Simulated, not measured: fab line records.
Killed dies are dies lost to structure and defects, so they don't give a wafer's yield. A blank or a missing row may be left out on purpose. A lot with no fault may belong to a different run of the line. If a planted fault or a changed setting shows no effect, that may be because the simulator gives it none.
fab line records ; flow n5_finfet
record: lots: 6; wafers: 18; last_day: 17
route steps=1938 shown BEOL_M7@1281 PASSIVATION@1936
lots that met no fault: from a run of the same line without faults
start_h: the number of hours between the record's first day and the start of the first shown wafer of the lot ; wait_h: hours elapsed since this lot's preceding step ; " the same as in the row above ; L1.1+2: one row covering several wafers at once ; - no value, or no start was given ; * or withheld: withheld ; < > ~ a bound
route shown NAME@n: a module of which the file shows steps, and the number in the route of the first ; usual: mean and standard deviation over wafers with no fault ; same: alike in all rows ; chamber/n: place in a boat ; sites: the reading at each site ; _std_site: standard deviation across them ; _edge_site: inner sites' mean taken away from outer sites' mean ; radius_mm: for every site, how far away it sits from the centre of the wafer ; mask NAME#n: copy n ; behind: the tool/chamber that last shaped the wafer ; hold: the reason the lot was held/the length of the hold in hours/how it ended ; device: which transistor (n, p or np) failed to switch ; end of line: the route-end tests of the same wafers ; a step with no rows: only its recipe ; killed: not the wafer's yield, but the dies lost to structure and defects at the first sort ; map: shows each die of a wafer: x if killed, . if not, _ if none is there
set.NAME: the run value of the setting; set.NAME@STEP: its run value at that earlier step ; model.NAME: the simulator's own value behind a step, which no gauge read
lots seen at some steps along the route; tables by step, rows by wafer
services: a tool's chamber out of use, with start hour (start_h, from the record's first day; less than 0 if before it), hours out, and reason
== steps ==
step: N5_BEOL_M7_ETCH_62
recipe: chemistry: N2/H2; target: SOC; target_depth_a: 1100; overetch_a: 220; mask_material: SiARC; temp_c: 40; time_s: 165; ion_energy_ev: 200; pressure_mtorr: 30; source_w: 840; bias_w: 150; n2_flow_sccm: 200; h2_flow_sccm: 200
usual: drypump_motor_current_A: 5.39/0.27; oes_product_au: 0.69/0.081; rf_vpp_V: 524.4/2; showerhead_plenum_p_Torr: 2.57/0.066; throttle_valve_pct: 17.76/0.23
lot.wafer;tool;chamber;start_h;wait_h;drypump_motor_current_A;oes_product_au;rf_hours_counter_h;rf_vpp_V;showerhead_plenum_p_Torr;throttle_valve_pct
L289.1;rie_diel-05;1;199.31;0.0;5.46;0.76;30;522.4;2.49;17.38
L289.3;rie_diel-05;3;199.31;0.0;5.29;0.61;165;524.5;2.53;17.98
L289.6;rie_diel-05;1;199.31;0.0;5.45;0.77;-;522.4;2.49;17.37
L300.1;rie_diel-03;0;273.93;0.0;5.94;0.60;222;522.4;2.50;17.56
L300.2;rie_diel-03;1;273.93;0.0;5.27;0.67;88;527.4;2.66;17.62
L300.6;rie_diel-03;3;273.93;0.0;5.18;0.79;-;524.9;2.62;17.80
L302.1;rie_diel-05;2;282.76;0.0;5.70;0.75;37;525.6;2.59;17.68
L302.2;rie_diel-05;3;282.76;0.0;5.35;0.60;192;523.4;2.52;18.02
L302.4;rie_diel-05;0;282.76;0.0;5.02;0.80;20;525.4;2.62;17.87
L303.4;rie_diel-03;2;289.01;0.0;5.22;0.79;7;522.8;2.50;17.69
L303.5;rie_diel-03;3;289.01;0.0;5.16;0.77;-;523.1;2.62;17.82
L303.6;rie_diel-03;2;289.01;0.0;5.24;0.80;-;522.9;2.49;17.69
L306.4;rie_diel-05;0;301.43;0.1;5.03;0.78;-;525.4;2.62;17.90
L306.5;rie_diel-05;1;301.43;0.1;5.46;0.72;-;522.1;2.47;17.44
L306.6;rie_diel-05;3;301.43;0.1;5.34;0.60;-;523.3;2.51;18.02
L309.1;rie_diel-05;1;320.02;0.0;5.47;0.71;71;521.3;2.47;17.47
L309.4;rie_diel-05;0;320.02;0.0;5.03;0.77;-;525.3;2.61;17.92
L309.5;rie_diel-05;1;320.02;0.0;5.44;0.71;-;519.9;2.47;17.45
step: N5_BEOL_M7_STRIP_68
recipe: chemistry: N2/H2; temp_c: 40; n2_flow_sccm: 200; h2_flow_sccm: 200; rf_frequency_hz: 6e+07
step: N5_BEOL_M7_STRIP_67
recipe: chemistry: CF4; resist: SiARC; power_w: 300; bias_power_w: 75; pressure_mtorr: 50; cf4_flow_sccm: 150; rf_frequency_hz: 6e+07
usual: cf4_flow_sccm: 150.0/0.46; drypump_motor_current_A: 5.38/0.27; oes_product_au: 0.81/0.095; power_w: 300.0/0.91; rf_vpp_V: 271.4/1.4; showerhead_plenum_p_Torr: 1.80/0.046; throttle_valve_pct: 13.46/0.22
lot.wafer;tool;chamber;start_h;wait_h;cf4_flow_sccm;drypump_motor_current_A;oes_product_au;power_w;rf_hours_counter_h;rf_vpp_V;showerhead_plenum_p_Torr;throttle_valve_pct
L289.1;rie_diel-05;1;199.46;0.0;149.7;5.45;0.90;300.1;30;270.0;1.75;13.10
L289.3;rie_diel-05;3;199.46;0.0;149.8;5.31;0.73;301.0;166;271.6;1.77;13.62
L289.6;rie_diel-05;1;199.46;0.0;149.6;5.44;0.90;300.8;-;271.0;1.75;13.09
L300.1;rie_diel-03;0;274.08;0.0;149.6;5.91;0.71;300.5;222;271.4;1.76;13.48
L300.2;rie_diel-03;1;274.08;0.0;149.8;5.29;0.79;300.1;88;272.5;1.90;13.57
L300.6;rie_diel-03;3;274.08;0.0;150.1;5.13;0.94;298.4;-;272.0;1.83;13.39
L302.1;rie_diel-05;2;282.91;0.0;149.8;5.69;0.89;300.0;37;271.9;1.82;13.19
L302.2;rie_diel-05;3;282.91;0.0;150.5;5.30;0.70;298.0;192;270.8;1.76;13.66
L302.4;rie_diel-05;0;282.91;0.0;149.0;5.04;0.93;300.1;20;270.8;1.83;13.51
L303.4;rie_diel-03;2;289.16;0.0;150.3;5.25;0.93;300.5;7;270.1;1.77;13.30
L303.5;rie_diel-03;3;289.16;0.0;149.2;5.15;0.92;299.5;-;273.5;1.83;13.41
L303.6;rie_diel-03;2;289.16;0.0;150.3;5.22;0.94;299.3;-;269.7;1.77;13.28
L306.4;rie_diel-05;0;301.52;0.0;150.8;4.99;0.92;299.7;-;270.9;1.83;13.51
L306.5;rie_diel-05;1;301.52;0.0;150.1;5.44;0.85;301.2;-;269.8;1.74;13.17
L306.6;rie_diel-05;3;301.52;0.0;151.0;5.31;0.70;298.9;-;270.6;1.76;13.67
L309.1;rie_diel-05;1;320.16;0.0;149.4;5.47;0.84;300.9;71;269.5;1.74;13.19
L309.4;rie_diel-05;0;320.16;0.0;149.9;5.03;0.91;299.5;-;271.0;1.83;13.51
L309.5;rie_diel-05;1;320.16;0.0;150.1;5.43;0.85;301.0;-;270.1;1.74;13.20
step: N5_BEOL_M7_HM_OPEN_17
recipe: chemistry: Cl2/BCl3; target_depth_a: 200; overetch_a: 60; target: TiN; mask_material: SOC; ion_energy_ev: 150; pressure_mtorr: 10; icp_w: 1000; bias_w: 126; Cl2_flow_sccm: 53.25; bcl3_flow_sccm: 21.75; Ar_flow_sccm: 25
usual: drypump_motor_current_A: 5.6/0.41; oes_product_au: 0.68/0.092; throttle_valve_pct: 22.18/0.24
lot.wafer;tool;chamber;start_h;wait_h;drypump_motor_current_A;oes_product_au;rf_hours_counter_h;throttle_valve_pct
L289.1;rie_metal-01;0;199.50;0.0;6.1;0.76;10;21.92
L289.3;rie_metal-01;1;199.50;0.0;5.7;0.74;-;22.49
L289.6;rie_metal-01;1;199.50;0.0;5.7;0.74;-;22.47
L300.1;rie_metal-01;0;274.12;0.0;6.2;0.74;17;21.93
L300.2;rie_metal-01;1;274.12;0.0;5.7;0.74;24;22.48
L300.6;rie_metal-01;1;274.12;0.0;5.7;0.73;-;22.49
L302.1;rie_metal-02;0;282.95;0.0;4.9;0.58;92;21.98
L302.2;rie_metal-02;0;282.95;0.0;4.9;0.57;-;21.98
L302.4;rie_metal-02;0;282.95;0.0;4.9;0.57;-;21.99
L303.4;rie_metal-01;1;289.23;0.1;5.7;0.72;-;22.50
L303.5;rie_metal-01;1;289.23;0.1;5.7;0.73;-;22.49
L303.6;rie_metal-01;0;289.23;0.1;6.1;0.72;-;21.95
L306.4;rie_metal-01;1;301.58;0.1;5.7;0.71;-;22.50
L306.5;rie_metal-01;0;301.58;0.1;6.1;0.72;-;21.94
L306.6;rie_metal-01;1;301.58;0.1;5.7;0.72;-;22.52
L309.1;rie_metal-03;0;320.20;0.0;6.0;0.78;12;21.96
L309.4;rie_metal-03;1;320.20;0.0;5.5;0.57;-;22.50
L309.5;rie_metal-03;1;320.20;0.0;5.5;0.57;-;22.47
step: N5_BEOL_M7_STRIP_19
recipe: chemistry: O2; power_w: 400; temp_c: 40; pressure_mtorr: 30; rf_frequency_hz: 6e+07; bias_power_w: 0; overash_fraction: 0.2; o2_flow_sccm: 225
usual: drypump_motor_current_A: 5.41/0.28; oes_product_au: 0.81/0.1; rf_vpp_V: 3.6/0.6; showerhead_plenum_p_Torr: 2.11/0.05; throttle_valve_pct: 16.58/0.22
lot.wafer;tool;chamber;start_h;wait_h;drypump_motor_current_A;oes_product_au;rf_hours_counter_h;rf_vpp_V;showerhead_plenum_p_Torr;throttle_valve_pct
L289.1;rie_diel-06;0;199.61;0.1;5.09;0.73;157;3.1;2.19;16.65
L289.3;rie_diel-06;3;199.61;0.1;5.31;0.70;175;3.7;2.09;16.88
L289.6;rie_diel-06;3;199.61;0.1;5.30;0.70;-;3.2;2.09;16.88
L300.1;rie_diel-05;1;274.23;0.1;5.42;0.89;52;3.1;2.05;16.33
L300.2;rie_diel-05;2;274.23;0.1;5.70;0.89;34;3.3;2.13;16.34
L300.6;rie_diel-05;0;274.23;0.1;5.02;0.95;-;3.3;2.12;16.51
L302.1;rie_diel-03;1;283.16;0.2;5.30;0.77;92;3.3;2.21;16.65
L302.2;rie_diel-03;2;283.16;0.2;5.25;0.93;6;2.9;2.07;16.45
L302.4;rie_diel-03;3;283.16;0.2;5.13;0.94;12;4.3;2.12;16.45
L303.4;rie_diel-05;3;289.48;0.2;5.30;0.72;194;4.0;2.07;16.78
L303.5;rie_diel-05;2;289.48;0.2;5.71;0.87;-;4.0;2.13;16.36
L303.6;rie_diel-05;1;289.48;0.2;5.48;0.87;-;4.0;2.05;16.29
L306.4;rie_diel-06;2;301.77;0.2;5.92;0.71;224;3.8;2.08;17.08
L306.5;rie_diel-06;1;301.77;0.2;5.43;0.88;-;3.4;2.13;16.39
L306.6;rie_diel-06;0;301.77;0.2;5.08;0.72;-;2.2;2.18;16.69
L309.1;rie_diel-03;2;320.31;0.1;5.26;0.91;18;3.5;2.06;16.49
L309.4;rie_diel-03;2;320.31;0.1;5.24;0.91;-;5.1;2.06;16.47
L309.5;rie_diel-03;1;320.31;0.1;5.29;0.77;-;3.6;2.21;16.68
step: N5_BEOL_M7_CD_MEAS_18
recipe: pitch_nm: 80; target_cd_nm: 40
usual: cd_nm: 40.3/0.55
lot.wafer;tool;chamber;start_h;wait_h;cd_nm
L289.1;cd_sem-03;-;199.68;0.0;39.1
L289.3;cd_sem-03;-;199.68;0.0;39.8
L289.6;cd_sem-03;-;199.68;0.0;39.5
L300.1;cd_sem-03;-;274.30;0.0;39.9
L300.2;cd_sem-03;-;274.30;0.0;40.4
L300.6;cd_sem-03;-;274.30;0.0;40.6
L302.1;cd_sem-01;-;283.23;0.0;40.6
L302.2;cd_sem-01;-;283.23;0.0;39.1
L302.4;cd_sem-01;-;283.23;0.0;38.8
L303.4;cd_sem-03;-;289.57;0.1;40.6
L303.5;cd_sem-03;-;289.57;0.1;40.2
L303.6;cd_sem-03;-;289.57;0.1;39.8
L306.4;cd_sem-02;-;301.84;0.1;40.4
L306.5;cd_sem-02;-;301.84;0.1;41.0
L306.6;cd_sem-02;-;301.84;0.1;41.6
L309.1;cd_sem-02;-;320.39;0.1;40.7
L309.4;cd_sem-02;-;320.39;0.1;39.8
L309.5;cd_sem-02;-;320.39;0.1;40.7
step: N5_BEOL_M7_COAT_63
recipe: resist: SOC; temp_c: 250; time_s: 60; spin_rpm: 1500; resist_thk_nm: 60
step: N5_BEOL_M7_COAT_64
recipe: resist: SiARC; temp_c: 220; time_s: 60; spin_rpm: 1500; resist_thk_nm: 12
step: N5_BEOL_M7_COAT_71
recipe: resist: underlayer; temp_c: 205; time_s: 60; spin_rpm: 1500; resist_thk_nm: 5
step: N5_BEOL_M7_COAT_22
recipe: resist: CAR-EUV; spin_rpm: 1500; resist_thk_nm: 30
step: N5_BEOL_M7_EBR_24
recipe: solvent: PGMEA; ebr_width_mm: 1.5
step: N5_BEOL_M7_SOFTBAKE_23
recipe: temp_c: 110; time_s: 60; resist: CAR-EUV
step: N5_BEOL_M7_EXPOSE_25
recipe: mask_id: V6; na: 0.33; source_shape: annular; sigma_inner: 0.4; sigma_outer: 0.8; polarization: unpolarized; target_cd_nm: 40; dose_mj: 42.5
lot.wafer;tool;chamber;start_h;wait_h;mask;model.BEOL_M7.overlay_x_nm
L289.1+3+6;euv_scanner-01;0;199.85;-;V6#0;0.4
L300.1+2+6;euv_scanner-01;0;274.62;-;V6#0;0.6
L302.1+2+4;euv_scanner-01;0;283.40;-;V6#0;10.8
L303.4+5+6;euv_scanner-01;0;292.05;-;V6#0;10.2
L306.4+5+6;euv_scanner-02;0;304.72;-;V6#0;0
L309.1+4+5;euv_scanner-02;0;320.57;-;V6#0;0
step: N5_BEOL_M7_PEB_26
recipe: peb_temp_c: 100; peb_time_s: 60; resist: CAR-EUV
step: N5_BEOL_M7_DEVELOP_27
recipe: develop_time_s: 30; developer: TMAH; resist: CAR-EUV; rinse_liquid: surfactant_rinse; dry: air_spin; dev_temp_c: 23
step: N5_BEOL_M7_CD_MEAS_28
recipe: target_cd_nm: 40; landing_energy_ev: 500; detector: se_inlens
usual: cd_nm: 39.98/0.26
same: landing_energy_ev: 500
lot.wafer;tool;chamber;start_h;wait_h;cd_nm
L289.1;cd_sem-03;0;199.99;-;39.93
L289.3;cd_sem-03;0;199.99;-;40.26
L289.6;cd_sem-03;0;199.99;-;40.10
L300.1;cd_sem-02;0;274.76;-;39.57
L300.2;cd_sem-02;0;274.76;-;39.86
L300.6;cd_sem-02;0;274.76;-;39.89
L302.1;cd_sem-01;0;283.53;-;40.36
L302.2;cd_sem-01;0;283.53;-;39.72
L302.4;cd_sem-01;0;283.53;-;40.38
L303.4;cd_sem-03;0;292.17;-;39.89
L303.5;cd_sem-03;0;292.17;-;40.04
L303.6;cd_sem-03;0;292.17;-;39.81
L306.4;cd_sem-02;0;304.83;-;40.17
L306.5;cd_sem-02;0;304.83;-;40.25
L306.6;cd_sem-02;0;304.83;-;40.17
L309.1;cd_sem-02;0;320.70;-;40.06
L309.4;cd_sem-02;0;320.70;-;39.95
L309.5;cd_sem-02;0;320.70;-;40.25
step: N5_BEOL_M7_OVL_MEAS_29
recipe: points_per_wafer: 522
usual: V6_OVL: -0.5/0.6
lot.wafer;tool;chamber;start_h;wait_h;V6_OVL[nm]
L289.1;overlay-01;0;200.02;0.0;-0.8
L289.3;overlay-01;0;200.02;0.0;-0.6
L289.6;overlay-01;0;200.02;0.0;0.4
L300.1;overlay-02;0;274.79;0.0;0.0
L300.2;overlay-02;0;274.79;0.0;0.2
L300.6;overlay-02;0;274.79;0.0;-0.9
L302.1;overlay-02;0;283.56;0.0;10.8
L302.2;overlay-02;0;283.56;0.0;10.5
L302.4;overlay-02;0;283.56;0.0;11.2
L303.4;overlay-02;0;292.21;0.0;9.7
L303.5;overlay-02;0;292.21;0.0;9.9
L303.6;overlay-02;0;292.21;0.0;9.5
L306.4;overlay-01;0;304.88;0.0;-1.5
L306.5;overlay-01;0;304.88;0.0;-1.4
L306.6;overlay-01;0;304.88;0.0;-0.5
L309.1;overlay-01;0;320.73;0.0;-0.3
L309.4;overlay-01;0;320.73;0.0;-0.2
L309.5;overlay-01;0;320.73;0.0;-0.6
step: N5_BEOL_M7_INSPECT_30
recipe: mode: adi; inspect_instrument: brightfield
usual: raw_defect_count: 417/98
lot.wafer;tool;chamber;start_h;wait_h;raw_defect_count
L289.1;defect_inspect-02;-;200.08;0.1;691
L289.3;defect_inspect-02;-;200.08;0.1;627
L289.6;defect_inspect-02;-;200.08;0.1;538
L300.1;defect_inspect-01;-;274.84;0.1;326
L300.2;defect_inspect-01;-;274.84;0.1;396
L300.6;defect_inspect-01;-;274.84;0.1;423
L302.1;defect_inspect-02;-;283.62;0.1;287
L302.2;defect_inspect-02;-;283.62;0.1;397
L302.4;defect_inspect-02;-;283.62;0.1;359
L303.4;defect_inspect-01;-;292.25;0.0;368
L303.5;defect_inspect-01;-;292.25;0.0;332
L303.6;defect_inspect-01;-;292.25;0.0;443
L306.4;defect_inspect-02;-;304.92;0.0;330
L306.5;defect_inspect-02;-;304.92;0.0;354
L306.6;defect_inspect-02;-;304.92;0.0;313
L309.1;defect_inspect-01;-;320.79;0.1;649
L309.4;defect_inspect-01;-;320.79;0.1;525
L309.5;defect_inspect-01;-;320.79;0.1;623
step: N5_PASSIVATION_PROBE_49
usual: defect_limited_yield: 91.3/1.4; killed_at_M0_to_M3: 36/11; killed_at_M4_up: 13/5.2; killed_at_contacts: 13/6.5; killed_at_front_end: 37/11; killed_at_other: 3.6/2.9; killed_dies: 103/17; killed_open: 68/12; killed_short: 33/7.3; sort_bin_4_leakage: 0.01/0.039; sort_bin_5_function: 5.2/0.91; sort_bin_6_memory: 3.2/0.67; sort_n_pass: 1077/17; sort_yield_pct: 91.3/1.4
same: gross_dies: 1180; killed_at_back_side: 0; sort_bin_8_speed[%]: 0
lot.wafer;tool;chamber;start_h;wait_h;defect_limited_yield[%];killed_at_M0_to_M3;killed_at_M4_up;killed_at_contacts;killed_at_front_end;killed_at_other;killed_dies;killed_open;killed_short;sort_bin_4_leakage[%];sort_bin_5_function[%];sort_bin_6_memory[%];sort_n_pass;sort_yield_pct[%]
L289.1;prober-01;-;278.73;0.0;92.6;38;11;8;30;0;87;54;32;0;4.1;2.8;1093;92.6
L289.3;prober-01;-;278.83;0.1;92.5;38;11;6;32;1;88;59;29;0;3.7;3.7;1092;92.5
L289.6;prober-01;-;278.98;0.3;92.3;31;11;10;38;1;91;62;29;0;4.4;3.0;1089;92.3
L300.1;prober-02;-;353.53;0.0;91.9;38;8;17;30;2;95;61;33;0;5.0;3.0;1085;91.9
L300.2;prober-02;-;353.58;0.1;92.0;28;19;8;38;1;94;56;37;0;4.2;3.6;1086;92.0
L300.6;prober-02;-;353.78;0.3;89.4;44;9;22;45;5;125;86;37;0;6.4;3.9;1055;89.4
L302.1;prober-01;-;367.10;0.0;91.5;26;28;6;35;5;100;57;41;0;5.1;3.1;1080;91.5
L302.2;prober-01;-;367.15;0.1;94.2;11;14;13;31;0;69;38;29;0;3.9;1.6;1111;94.2
L302.4;prober-01;-;367.25;0.2;90.5;36;19;22;31;4;112;74;37;0;6.6;2.6;1068;90.5
L303.4;prober-02;-;367.27;0.2;90.4;32;22;10;39;10;113;77;35;0;5.7;3.5;1067;90.4
L303.5;prober-02;-;367.32;0.2;92.4;27;17;15;23;8;90;66;23;0;5.0;2.5;1090;92.4
L303.6;prober-02;-;367.37;0.3;90.8;31;21;16;38;2;108;79;29;0;5.2;3.6;1072;90.8
killed by level:class
L289.1 BEOL_M0_SAQP:geometric_particle:open=13 FIN_SAQP:geometric_particle:open=8 BEOL_M0_SAQP:geometric_particle:short=8 BEOL_M4:geometric_particle:open=5 BEOL_M1:geometric_particle:open=5 FIN_SAQP:geometric_particle:short=4 STI_FIN_REVEAL:geometric_particle:open=4 MOL_CONTACT_COAG:geometric_particle:short=4
L289.3 FIN_SAQP:geometric_particle:short=10 BEOL_M3:geometric_particle:open=10 FIN_SAQP:geometric_particle:open=8 BEOL_M1:geometric_particle:open=8 BEOL_M2:geometric_particle:open=7 BEOL_M0_SAQP:geometric_particle:short=6 STI_FIN_REVEAL:geometric_particle:open=4 MOL_CONTACT_COAG:geometric_particle:open=4
L289.6 STI_FIN_REVEAL:geometric_particle:open=10 FIN_SAQP:geometric_particle:open=8 FIN_SAQP:geometric_particle:short=7 BEOL_M0_SAQP:geometric_particle:short=7 BEOL_M1:geometric_particle:open=7 BEOL_M3:geometric_particle:open=7 MOL_CONTACT_COAG:geometric_particle:open=6 BEOL_M4:geometric_particle:open=6
L300.1 MOL_CONTACT_COAG:geometric_particle:open=16 FIN_SAQP:geometric_particle:short=11 BEOL_M3:geometric_particle:open=9 BEOL_M0_SAQP:geometric_particle:short=7 BEOL_M0_SAQP:geometric_particle:open=7 STI_FIN_REVEAL:geometric_particle:open=6 BEOL_M4:geometric_particle:open=5 BEOL_M2:geometric_particle:short=4
L300.2 STI_FIN_REVEAL:geometric_particle:open=11 BEOL_M0_SAQP:geometric_particle:open=7 BEOL_M4:geometric_particle:short=7 BEOL_M2:geometric_particle:short=6 FIN_SAQP:geometric_particle:open=5 MOL_CONTACT_COAG:geometric_particle:open=5 BEOL_M4:geometric_particle:open=5 BEOL_M0:geometric_particle:short=4
L300.6 MOL_CONTACT_COAG:geometric_particle:open=15 BEOL_M2:geometric_particle:open=12 STI_FIN_REVEAL:geometric_particle:open=11 BEOL_M3:geometric_particle:open=10 BEOL_M0_SAQP:geometric_particle:open=8 FIN_SAQP:geometric_particle:short=7 MOL_CONTACT_COAG:geometric_particle:short=7 BEOL_M0_SAQP:geometric_particle:short=6
L302.1 BEOL_M4:geometric_particle:open=19 FIN_SAQP:geometric_particle:short=8 BEOL_M0_SAQP:geometric_particle:short=8 ILD0:geometric_particle:short=7 FIN_SAQP:geometric_particle:open=6 MOL_CONTACT_COAG:geometric_particle:open=6 BEOL_M0_SAQP:geometric_particle:open=6 STARTING-WAFER:geometric_particle:short=5
L302.2 MOL_CONTACT_COAG:geometric_particle:open=11 ILD0:geometric_particle:short=8 BEOL_M4:geometric_particle:open=8 FIN_SAQP:geometric_particle:short=7 FIN_SAQP:geometric_particle:open=4 STI_FIN_REVEAL:geometric_particle:open=4 BEOL_M0_SAQP:geometric_particle:short=3 FIN_CUT:geometric_particle:short=2
L302.4 MOL_CONTACT_COAG:geometric_particle:open=16 BEOL_M4:geometric_particle:open=11 BEOL_M0_SAQP:geometric_particle:open=8 BEOL_M2:geometric_particle:open=8 BEOL_M0_SAQP:geometric_particle:short=7 BEOL_M1:geometric_particle:open=7 ILD0:geometric_particle:open=6 MOL_CONTACT_COAG:geometric_particle:short=6
L303.4 FIN_SAQP:geometric_particle:open=12 FIN_SAQP:geometric_particle:short=7 MOL_CONTACT_COAG:geometric_particle:open=7 BEOL_M1:geometric_particle:open=7 BEOL_M5:geometric_particle:open=7 BEOL_M0_SAQP:geometric_particle:open=5 BEOL_M2:geometric_particle:open=5 BEOL_M4:geometric_particle:open=5
L303.5 MOL_CONTACT_COAG:geometric_particle:open=12 BEOL_M1:geometric_particle:open=9 BEOL_M0_SAQP:geometric_particle:open=6 BEOL_M4:geometric_particle:open=6 BEOL_M2:geometric_particle:open=5 DUMMY_GATE:geometric_particle:open=4 BEOL_M5:geometric_particle:open=4 FIN_SAQP:geometric_particle:open=3
L303.6 MOL_CONTACT_COAG:geometric_particle:open=12 FIN_SAQP:geometric_particle:open=10 BEOL_M0_SAQP:geometric_particle:open=7 DUMMY_GATE:geometric_particle:open=7 BEOL_M0_SAQP:geometric_particle:short=7 BEOL_M1:geometric_particle:open=7 STI_FIN_REVEAL:geometric_particle:open=6 BEOL_M4:geometric_particle:open=6
== services ==
tool;chamber;start_h;hours;kind
euv_scanner-02;-;175.99;1.0;pm
euv_scanner-01;-;182.88;1.0;pm
rie_diel-05;0;183.06;-;clean
rie_diel-05;0;183.06;-;consumable_replace:focus_ring
rie_diel-05;-;184.13;1.2;repair
rie_metal-03;0;202.61;15.0;repair
rie_diel-03;3;207.89;9.7;repair
rie_diel-03;-;223.67;1.2;repair
rie_diel-06;3;226.39;4.2;repair
rie_diel-06;2;227.03;16.7;repair
euv_scanner-01;-;229.10;0.4;repair
euv_scanner-02;-;230.37;4.6;pm
euv_scanner-01;-;239.03;1.0;pm
euv_scanner-01;-;250.34;4.6;pm
rie_diel-03;-;252.99;2.8;pm
rie_diel-03;3;257.10;10.3;repair
rie_diel-03;0;275.51;4.4;repair
rie_diel-03;-;281.98;0.1;repair
rie_diel-06;0;287.29;12.3;repair
euv_scanner-02;-;288.29;1.0;pm
rie_diel-05;2;295.07;17.0;repair
euv_scanner-01;-;295.18;1.0;pm
rie_diel-05;2;316.07;4.0;repair
rie_diel-03;3;317.28;3.7;repair
== key ==
first_sign: step: N5_BEOL_M7_OVL_MEAS_29; reading: V6_OVL; direction: up; sigmas: 18; usual: -0.5; struck: 10.3
effect none on later readings
model_effect: step: N5_BEOL_M7_EXPOSE_25; value: BEOL_M7.overlay_x_nm; without: 0.1; struck: 10.5
met_at N5_BEOL_M7_EXPOSE_25
struck_wafers L302.1,L302.2,L302.4,L303.4,L303.5,L303.6
onset_between 274.62 283.40
fault: kind: scanner_matching_overlay; tool: euv_scanner-01; chamber: -; onset_h: 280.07; steps: N5_BEOL_M7_EXPOSE_25; offset: 10.428
